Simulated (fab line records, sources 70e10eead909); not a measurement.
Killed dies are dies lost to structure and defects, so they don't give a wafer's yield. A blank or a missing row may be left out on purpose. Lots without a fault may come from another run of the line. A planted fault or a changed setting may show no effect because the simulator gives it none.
Chamber matching | flow nand_harc | NHARC_A_ZERO_WELL_ETCH_19 on rie_diel-08: 4 sister chambers
The step etches the open film in N2/H2, target depth 80 nm, overetch 24 nm, time 87.88 s. 8 wafers are shown with their chamber, then 9 later ones without.

WAFERS WITH THEIR CHAMBER
wafer  | chamber | drypump_motor_current_A (A) | rf_vpp_V (V)
L225.4 | 1       | 5.5                         | 426
L227.1 | 0       | 5.3                         | 430
L230.1 | 3       | 5.9                         | 436
L230.3 | 2       | 6.1                         | 435
L230.5 | 0       | 5.3                         | 429
L231.1 | 1       | 5.6                         | 428
L231.4 | 2       | 6.1                         | 435
L231.5 | 3       | 5.9                         | 435

WAFERS WITHOUT THEIR CHAMBER
wafer  | drypump_motor_current_A (A) | rf_vpp_V (V)
L234.1 | 5.3                         | 429
L234.4 | 5.5                         | 426
L234.5 | 5.9                         | 434
L235.1 | 5.3                         | 429
L235.2 | 6.1                         | 435
L235.4 | 5.3                         | 431
L237.1 | 5.5                         | 428
L237.5 | 5.5                         | 427
L237.6 | 6.1                         | 435

WHICH CHAMBER EACH WENT THROUGH
wafer  | from the rows above | in truth
L234.1 | 0                   | 0
L234.4 | 1                   | 1
L234.5 | 3                   | 3
L235.1 | 0                   | 0
L235.2 | 2                   | 2
L235.4 | 0                   | 0
L237.1 | 1                   | 1
L237.5 | 1                   | 1
L237.6 | 2                   | 2
Placed correctly: 9 of 9. Can't be placed from these rows: 0. Placed wrongly: 0.
How it was worked out, from the rows above alone: a wafer's distance from a chamber is the root of the sum, over the readings, of the square of ((its reading less the chamber's mean) divided by the reading's scatter). The wafer belongs to the nearest chamber; if the next one is less than 2 further off, it can't be placed. A chamber's mean is the mean of its shown wafers. The scatter: the root of (the sum of the squares of (reading less its chamber's mean) over the shown wafers, divided by (wafers less chambers)).
